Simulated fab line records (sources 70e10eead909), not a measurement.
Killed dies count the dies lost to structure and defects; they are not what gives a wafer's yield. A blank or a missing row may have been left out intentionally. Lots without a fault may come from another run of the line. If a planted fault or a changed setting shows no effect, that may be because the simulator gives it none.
fab line records    flow nand-harc
record: lots: 6  wafers: 17  last-day: 31
route steps=1302 shown A_SOURCE_PLATE@414 A_ONON_D1@424 END@1302
lots that met no fault: from a run of the same line without faults
start-h: hours from the record's first day to the start of the lot's first wafer shown    wait-h: hours from the lot's prior step to this one    " identical to the entry in the row above    L1.1+2: several wafers, shown together as one row    - value missing, or start not given    * or withheld: withheld    < > ~ a bound
route shown NAME@n: names a module that has steps shown in the file, with the first one's number in the route    usual: the fault-free wafers' mean and standard deviation    same: alike in all rows    chamber/n: place in a boat    sites: per-site readings    _std_site: standard deviation of those values    _edge_site: outer sites' mean less inner sites'    radius-mm: how far each site lies from the wafer's centre    mask NAME#n: copy n    behind: tool/chamber where the wafer was last shaped    hold: reason for holding the lot/hours on hold/outcome of the hold    device: which transistor (n, p or np) failed to switch    end of line: the same wafers' tests at the end of the route    for a step that has no rows: nothing shown but its recipe    killed: dies lost to structure and defects at the first sort, not the wafer's yield    map: a wafer's dies, x killed, . not, _ none there
set.NAME: the setting as run; set.NAME@STEP: as run at that earlier step    model.NAME: the simulator's own value behind a step, which no gauge read
lots at selected steps of the route; one table per step, one row per wafer
services: the hour from which a tool's chamber was out of use, counted from the record's first day as start-h (under 0 if before that day), plus the number of hours and why
== steps ==
step: NHARC_A_SOURCE_PLATE_SRD_01
step: NHARC_A_SOURCE_PLATE_OXIDE_02
recipe: target-thk-a: 100  temp-c: 900  ox-time-s: 1362  material: SiO2
step: NHARC_A_SOURCE_PLATE_THK_MEAS_09
recipe: thk-meas-gauge: ellipsometry
usual: thk-nm: 9.8/0.98
lot.wafer  tool           chamber  start-h  wait-h  thk-nm
L844.2     film-metro-01  -        163.75   0.4     8.9
L844.4     "              -        "        "       10.5
L844.6     "              -        "        "       8.2
L845.1     film-metro-01  -        179.01   0.4     10.0
L845.4     "              -        "        "       9.8
L845.6     "              -        "        "       9.8
L847.1     film-metro-01  -        195.42   0.4     10.9
L847.2     "              -        "        "       8.2
L847.4     "              -        "        "       10.4
L855.2     film-metro-01  -        297.46   0.4     11.5
L855.4     "              -        "        "       11.4
L855.5     "              -        "        "       10.9
L857.1     film-metro-02  -        307.92   0.4     10.3
L857.3     "              -        "        "       11.4
L857.6     "              -        "        "       9.2
L860.5     film-metro-01  -        327.19   0.4     7.6
L860.6     "              -        "        "       10.1
step: NHARC_A_SOURCE_PLATE_PVD_04
recipe: target-thk-a: 500  material: WSi2
step: NHARC_A_SOURCE_PLATE_CVD_03
recipe: target-thk-a: 2000  temp-c: 620  pressure-mtorr: 200  time-s: 4000  material: poly-Si
step: NHARC_A_SOURCE_PLATE_ANNEAL_05
recipe: temp-c: 850  time-s: 1800
step: NHARC_A_SOURCE_PLATE_THK_MEAS_06
recipe: thk-meas-gauge: ellipsometry
usual: thk-nm: 200.1/2.2
lot.wafer  tool           chamber  start-h  wait-h  thk-nm
L844.2     film-metro-01  -        177.28   0.4     200.8
L844.4     "              -        "        "       200.6
L844.6     "              -        "        "       200.9
L845.1     film-metro-01  -        192.04   0.4     202.3
L845.4     "              -        "        "       201.2
L845.6     "              -        "        "       200.8
L847.1     film-metro-02  -        211.26   0.4     204.5
L847.2     "              -        "        "       204.0
L847.4     "              -        "        "       201.8
L855.2     film-metro-01  -        312.45   0.4     197.9
L855.4     "              -        "        "       200.5
L855.5     "              -        "        "       201.1
L857.1     film-metro-01  -        323.49   0.4     203.1
L857.3     "              -        "        "       203.8
L857.6     "              -        "        "       200.3
L860.5     film-metro-01  -        340.04   0.4     199.2
L860.6     "              -        "        "       197.3
step: NHARC_A_SOURCE_PLATE_INSPECT_08
usual: raw-defect-count: 59/24
lot.wafer  tool               chamber  start-h  wait-h  raw-defect-count
L844.2     defect-inspect-02  -        177.37   0.0     61
L844.4     "                  -        "        "       60
L844.6     "                  -        "        "       45
L845.1     defect-inspect-01  -        192.10   0.0     48
L845.4     "                  -        "        "       48
L845.6     "                  -        "        "       49
L847.1     defect-inspect-02  -        211.33   0.0     46
L847.2     "                  -        "        "       63
L847.4     "                  -        "        "       63
L855.2     defect-inspect-01  -        312.53   0.0     29
L855.4     "                  -        "        "       27
L855.5     "                  -        "        "       35
L857.1     defect-inspect-01  -        323.55   0.0     38
L857.3     "                  -        "        "       58
L857.6     "                  -        "        "       62
L860.5     defect-inspect-01  -        340.10   0.0     61
L860.6     "                  -        "        "       51
step: NHARC_A_ONON_D1_DEP_00
recipe: target-thk-a: 10000  n2-flow-sccm: 2750  n2o-flow-sccm: 2000  nh3-flow-sccm: 500  sih4-flow-sccm: 210  temp-c: 400
step: NHARC_A_ONON_D1_THK_MEAS_02
recipe: thk-meas-gauge: ellipsometry
usual: thk-nm: 1000/8.8
lot.wafer  tool           chamber  start-h  wait-h  thk-nm
L844.2     film-metro-02  -        177.95   -       1001
L844.4     "              -        "        "       1000
L844.6     "              -        "        "       1003
L845.1     film-metro-01  -        192.67   -       992
L845.4     "              -        "        "       990
L845.6     "              -        "        "       992
L847.1     film-metro-02  -        211.91   -       999
L847.2     "              -        "        "       999
L847.4     "              -        "        "       997
L855.2     film-metro-01  -        313.11   -       1005
L855.4     "              -        "        "       1005
L855.5     "              -        "        "       1004
L857.1     film-metro-01  -        324.13   -       1007
L857.3     "              -        "        "       1008
L857.6     "              -        "        "       1009
L860.5     film-metro-02  -        340.68   -       987
L860.6     "              -        "        "       985
step: NHARC_A_ONON_D1_DEP_03
recipe: target-thk-a: 10000  n2-flow-sccm: 2750  n2o-flow-sccm: 2000  nh3-flow-sccm: 500  sih4-flow-sccm: 210  temp-c: 400
lot.wafer   tool           chamber  start-h  wait-h
L844.2+4+6  pecvd-onon-03  0        178.06   0.1
L845.1+4+6  pecvd-onon-01  0        192.73   0.1
L847.1+2+4  pecvd-onon-03  0        211.96   0.1
L855.2+4+5  pecvd-onon-03  0        313.36   0.2
L857.1+3+6  pecvd-onon-01  0        324.18   0.1
L860.5+6    pecvd-onon-03  0        340.96   0.3
step: NHARC_A_ONON_D1_THK_MEAS_05
recipe: thk-meas-gauge: ellipsometry
usual: thk-nm: 999/10
lot.wafer  tool           chamber  start-h  wait-h  thk-nm
L844.2     film-metro-02  -        178.52   -       982
L844.4     "              -        "        "       982
L844.6     "              -        "        "       983
L845.1     film-metro-02  -        193.24   -       1016
L845.4     "              -        "        "       1016
L845.6     "              -        "        "       1016
L847.1     film-metro-01  -        212.47   -       1010
L847.2     "              -        "        "       1011
L847.4     "              -        "        "       1008
L855.2     film-metro-02  -        313.81   -       1003
L855.4     "              -        "        "       1004
L855.5     "              -        "        "       1226
L857.1     film-metro-02  -        324.69   -       992
L857.3     "              -        "        "       994
L857.6     "              -        "        "       994
L860.5     film-metro-01  -        341.24   -       1215
L860.6     "              -        "        "       1213
step: NHARC_A_ONON_D1_DEP_06
recipe: target-thk-a: 10000  n2-flow-sccm: 2750  n2o-flow-sccm: 2000  nh3-flow-sccm: 500  sih4-flow-sccm: 210  temp-c: 400
step: NHARC_END_SORT_01
recipe: temp-c: 25
usual: killed-at-array: 56/17  killed-at-other: 0.9/1.2  killed-at-periphery: 3.9/2.5  killed-dies: 61/17  killed-open: 3.2/1.8  killed-short: 2.7/1.7
same: gross-dies: 677
lot.wafer  tool       chamber  start-h  wait-h  killed-at-array  killed-at-other  killed-at-periphery  killed-dies  killed-open  killed-short
L844.2     prober-02  0        578.59   2.8     55               0                3                    58           1            4
L844.4     prober-02  0        580.19   3.4     46               0                1                    47           3            2
L844.6     prober-02  0        581.79   4.0     47               0                4                    51           5            4
L845.1     prober-01  0        593.64   2.5     80               3                5                    88           3            3
L845.4     prober-01  0        596.05   3.4     66               5                1                    72           4            5
L845.6     prober-01  0        597.65   4.0     64               3                5                    72           2            5
L855.5     prober-02  0        713.76   3.7     674              0                3                    677          1            5
L860.5     prober-02  0        734.60   3.7     677              0                0                    677          3            4
L860.6     prober-02  0        735.40   4.0     673              1                3                    677          4            4
killed by level:class
L844.2 A_CHANNEL_HOLE_D2:chamber-film-flake=36 A_CHANNEL_HOLE_D1:chamber-film-flake=5 A_CONTACT:chamber-film-flake=3 A_WL_FILL:geometric-particle:short=2 A_ZERO_WELL:chamber-film-flake=2 P_STI:geometric-particle:short=1 A_ONON_D1:geometric-particle:open=1 A_CHANNEL_FILL_D2:geometric-particle:short=1
L844.4 A_CHANNEL_HOLE_D2:chamber-film-flake=33 A_STAIRCASE:chamber-film-flake=3 A_CHANNEL_FILL_D2:chamber-film-flake=2 A_CONTACT:chamber-film-flake=2 A_DECK1_JOINT:geometric-particle:short=1 A_SLIT:geometric-particle:short=1 A_BLC:geometric-particle:open=1 A_M0:geometric-particle:open=1
L844.6 A_CHANNEL_HOLE_D2:chamber-film-flake=31 A_CHANNEL_FILL_D2:chamber-film-flake=3 P_CONTACT:geometric-particle:open=2 A_CHANNEL_FILL_D1:chamber-film-flake=2 A_STAIRCASE:chamber-film-flake=2 A_SLIT:chamber-film-flake=2 P_M0:geometric-particle:open=1 P_M1:geometric-particle:short=1
L845.1 A_CHANNEL_HOLE_D1:chamber-film-flake=40 A_SLIT:chamber-film-flake=25 A_CONTACT:chamber-film-flake=4 P_GATE:chamber-film-flake=3 A_CHANNEL_HOLE_D2:chamber-film-flake=3 A_BLC:chamber-film-flake=3 THIN_TSV:chamber-film-flake=3 P_CONTACT:geometric-particle:open=1
L845.4 A_CHANNEL_HOLE_D1:chamber-film-flake=31 A_SLIT:chamber-film-flake=12 A_CHANNEL_HOLE_D2:chamber-film-flake=5 THIN_TSV:chamber-film-flake=5 A_STAIRCASE:chamber-film-flake=3 A_BLC:chamber-film-flake=3 A_CONTACT:chamber-film-flake=2 P_M1:geometric-particle:short=1
L845.6 A_CHANNEL_HOLE_D1:chamber-film-flake=35 A_SLIT:chamber-film-flake=9 A_CONTACT:chamber-film-flake=6 A_CHANNEL_HOLE_D2:chamber-film-flake=5 P_GATE:chamber-film-flake=4 A_STAIRCASE:chamber-film-flake=3 THIN_TSV:chamber-film-flake=3 P_CONTACT:geometric-particle:short=1
L855.5 A_ONON_D1:area-dep=624 A_SLIT:chamber-film-flake=19 A_CHANNEL_HOLE_D2:chamber-film-flake=14 A_CHANNEL_HOLE_D1:chamber-film-flake=5 A_CONTACT:chamber-film-flake=4 A_WL_FILL:chamber-film-flake=2 P_CONTACT:geometric-particle:short=1 A_DECK1_JOINT:geometric-particle:short=1
L860.5 A_ONON_D1:area-dep=597 A_SLIT:chamber-film-flake=35 A_CHANNEL_HOLE_D1:chamber-film-flake=29 A_CONTACT:chamber-film-flake=4 A_ZERO_WELL:chamber-film-flake=3 A_CHANNEL_FILL_D1:geometric-particle:short=2 A_ONON_D1:geometric-particle:short=1 A_CHANNEL_FILL_D1:geometric-particle:open=1
L860.6 A_ONON_D1:area-dep=597 A_CHANNEL_HOLE_D1:chamber-film-flake=36 A_SLIT:chamber-film-flake=21 A_STAIRCASE:chamber-film-flake=4 A_CONTACT:chamber-film-flake=4 A_WL_FILL:chamber-film-flake=3 P_CONTACT:geometric-particle:open=1 A_ONON_D1:geometric-particle:short=1
map L855.5 (x killed, . not)
____________x____________
_________xxxxxxx_________
_______xxxxxxxxxxx_______
______xxxxxxxxxxxxx______
_____xxxxxxxxxxxxxxx_____
____xxxxxxxxxxxxxxxxx____
____xxxxxxxxxxxxxxxxx____
___xxxxxxxxxxxxxxxxxxx___
___xxxxxxxxxxxxxxxxxxx___
__xxxxxxxxxxxxxxxxxxxxx__
__xxxxxxxxxxxxxxxxxxxxx__
_xxxxxxxxxxxxxxxxxxxxxxx_
_xxxxxxxxxxxxxxxxxxxxxxx_
_xxxxxxxxxxxxxxxxxxxxxxx_
_xxxxxxxxxxxxxxxxxxxxxxx_
_xxxxxxxxxxxxxxxxxxxxxxx_
xxxxxxxxxxxxxxxxxxxxxxxxx
xxxxxxxxxxxxxxxxxxxxxxxxx
xxxxxxxxxxxxxxxxxxxxxxxxx
xxxxxxxxxxxxxxxxxxxxxxxxx
xxxxxxxxxxxxxxxxxxxxxxxxx
_xxxxxxxxxxxxxxxxxxxxxxx_
_xxxxxxxxxxxxxxxxxxxxxxx_
_xxxxxxxxxxxxxxxxxxxxxxx_
_xxxxxxxxxxxxxxxxxxxxxxx_
_xxxxxxxxxxxxxxxxxxxxxxx_
__xxxxxxxxxxxxxxxxxxxxx__
__xxxxxxxxxxxxxxxxxxxxx__
___xxxxxxxxxxxxxxxxxxx___
___xxxxxxxxxxxxxxxxxxx___
____xxxxxxxxxxxxxxxxx____
____xxxxxxxxxxxxxxxxx____
_____xxxxxxxxxxxxxxx_____
______xxxxxxxxxxxxx______
_______xxxxxxxxxxx_______
_________xxxxxxx_________
____________x____________
map L860.5 (x killed, . not)
____________x____________
_________xxxxxxx_________
_______xxxxxxxxxxx_______
______xxxxxxxxxxxxx______
_____xxxxxxxxxxxxxxx_____
____xxxxxxxxxxxxxxxxx____
____xxxxxxxxxxxxxxxxx____
___xxxxxxxxxxxxxxxxxxx___
___xxxxxxxxxxxxxxxxxxx___
__xxxxxxxxxxxxxxxxxxxxx__
__xxxxxxxxxxxxxxxxxxxxx__
_xxxxxxxxxxxxxxxxxxxxxxx_
_xxxxxxxxxxxxxxxxxxxxxxx_
_xxxxxxxxxxxxxxxxxxxxxxx_
_xxxxxxxxxxxxxxxxxxxxxxx_
_xxxxxxxxxxxxxxxxxxxxxxx_
xxxxxxxxxxxxxxxxxxxxxxxxx
xxxxxxxxxxxxxxxxxxxxxxxxx
xxxxxxxxxxxxxxxxxxxxxxxxx
xxxxxxxxxxxxxxxxxxxxxxxxx
xxxxxxxxxxxxxxxxxxxxxxxxx
_xxxxxxxxxxxxxxxxxxxxxxx_
_xxxxxxxxxxxxxxxxxxxxxxx_
_xxxxxxxxxxxxxxxxxxxxxxx_
_xxxxxxxxxxxxxxxxxxxxxxx_
_xxxxxxxxxxxxxxxxxxxxxxx_
__xxxxxxxxxxxxxxxxxxxxx__
__xxxxxxxxxxxxxxxxxxxxx__
___xxxxxxxxxxxxxxxxxxx___
___xxxxxxxxxxxxxxxxxxx___
____xxxxxxxxxxxxxxxxx____
____xxxxxxxxxxxxxxxxx____
_____xxxxxxxxxxxxxxx_____
______xxxxxxxxxxxxx______
_______xxxxxxxxxxx_______
_________xxxxxxx_________
____________x____________
== services ==
tool           chamber  start-h  hours  kind
pecvd-onon-03  -        227.05   13.0   pm
pecvd-onon-01  -        269.21   13.0   pm
pecvd-onon-01  -        311.75   9.0    repair
== key ==
first-sign: step: NHARC_A_ONON_D1_THK_MEAS_05  reading: thk-nm  direction: up  sigmas: 21  usual: 999  struck: 1218
effect: step: NHARC_END_SORT_01  reading: killed-at-array  direction: up  sigmas: 37  usual: 56  struck: 675
more-kills-born-at: NHARC_A_ONON_D1_DEP_03@pecvd-onon-03: 1818
met-at NHARC_A_ONON_D1_DEP_03
struck-wafers L855.5,L860.5,L860.6
later-rows-left-out L855.5,L860.5,L860.6
tester-left-out L855,L860
fault: kind: process-parameter-drift  tool: pecvd-onon-03  chamber: -  onset-h: 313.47  steps: NHARC_A_ONON_D1_DEP_03  channel: target-thk-a  offset: *  shape: step  end-h: 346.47  scope: struck-wafers-only  acts-in: *  stated: *
tester-left-out: of these lots the tester's yield and bins aren't shown, on N5 and GAA mostly nor the transistor test; their killed dies are dies lost to structure and defects alone, not to doping, threshold or leakage, so they don't give the yield
later-rows-left-out: the simulator's readings of these wafers behind a module that went badly wrong aren't trusted and aren't shown, but for the sort
